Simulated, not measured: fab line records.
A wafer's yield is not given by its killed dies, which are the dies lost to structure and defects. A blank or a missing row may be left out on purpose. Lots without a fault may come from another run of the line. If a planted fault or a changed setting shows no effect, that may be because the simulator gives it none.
Matching of chambers	flow nand-harc	NHARC_THIN_TSV_DEP_47 on pecvd-02 has 3 sister chambers
The step deposits SiO2, target thk 200 nm. 3 wafers are shown with their chamber, then 7 later ones without.

## WAFERS WITH THEIR CHAMBER
wafer	chamber	throttle-valve-pct (%)
L570.6	2	16.5
L586.2	1	16.2
L586.3	0	15.8

## WAFERS WITHOUT THEIR CHAMBER
wafer	throttle-valve-pct (%)
L586.4	15.9
L589.4	16.1
L589.5	16.2
L589.6	16.7
L588.1	15.9
L588.3	16.1
L588.4	16.1

## CHAMBER TAKEN BY EACH
wafer	from the rows above	in truth
L586.4	can't be placed: 0 or 1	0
L589.4	can't be placed: 1 or 0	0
L589.5	1	1
L589.6	2	2
L588.1	can't be placed: 0 or 1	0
L588.3	can't be placed: 1 or 0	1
L588.4	can't be placed: 1 or 0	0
Placed correctly: 2 of 7. Cannot be placed on the basis of these rows: 5; the candidates contain the true chamber in 5. 0 placed wrongly.
How it was worked out, from the rows above alone: a wafer's distance from a chamber is the root of the sum, over the readings, of the square of ((its reading less the chamber's mean) divided by the reading's scatter). If the next closest chamber is less than 2 further off than the closest, the wafer can't be placed; otherwise it belongs to the closest. The mean given for a chamber averages the wafers shown for that chamber. The scatter (one wafer shown for each chamber): square how far every hidden wafer sits from the nearest shown wafer, average those squares and take the square root.
